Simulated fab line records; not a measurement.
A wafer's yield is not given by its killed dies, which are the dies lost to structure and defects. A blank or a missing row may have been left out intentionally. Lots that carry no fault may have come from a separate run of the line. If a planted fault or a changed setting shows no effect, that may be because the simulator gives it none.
Chamber matching / flow n5Finfet / aldMetal-01 running N5_HKMG_FIN_NWFM_ALD_20: 4 sister chambers
The step deposits TiAlC, target thk 2 nm, pulse time 3 s, purge time 2 s. 4 wafers are shown with their chamber, then 8 later ones without.

## WAFERS, EACH WITH ITS CHAMBER
wafer=L079.4; chamber=2; heaterPowerW (W)=575
wafer=L089.1; chamber=0; heaterPowerW (W)=526
wafer=L089.3; chamber=3; heaterPowerW (W)=519
wafer=L090.2; chamber=1; heaterPowerW (W)=484

## WAFERS WITHOUT THEIR CHAMBER
wafer=L090.3; heaterPowerW (W)=519
wafer=L090.5; heaterPowerW (W)=523
wafer=L092.2; heaterPowerW (W)=490
wafer=L092.4; heaterPowerW (W)=559
wafer=L092.6; heaterPowerW (W)=513
wafer=L094.1; heaterPowerW (W)=521
wafer=L094.2; heaterPowerW (W)=575
wafer=L094.3; heaterPowerW (W)=510

## WHICH CHAMBER EACH ONE RAN IN
wafer=L090.3; from the rows above=can't be placed: 3 or 0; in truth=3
wafer=L090.5; from the rows above=can't be placed: 0 or 3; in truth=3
wafer=L092.2; from the rows above=1; in truth=1
wafer=L092.4; from the rows above=2; in truth=2
wafer=L092.6; from the rows above=can't be placed: 3 or 0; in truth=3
wafer=L094.1; from the rows above=can't be placed: 3 or 0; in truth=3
wafer=L094.2; from the rows above=2; in truth=2
wafer=L094.3; from the rows above=can't be placed: 3 or 0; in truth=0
Correct placement for 3 of the 8. Not placeable from these rows: 5 (in 5, the candidates include the true chamber). 0 placed wrongly.
How it was worked out, from the rows above alone: a wafer's distance from a chamber is the root of the sum, over the readings, of the square of ((its reading less the chamber's mean) divided by the reading's scatter). The wafer belongs to the nearest chamber; if the next one is less than 2 further off, it can't be placed. Each chamber's mean is taken over the wafers shown for it. The scatter: root of mean squared gap, hidden wafer to nearest shown wafer, with one shown wafer a chamber.
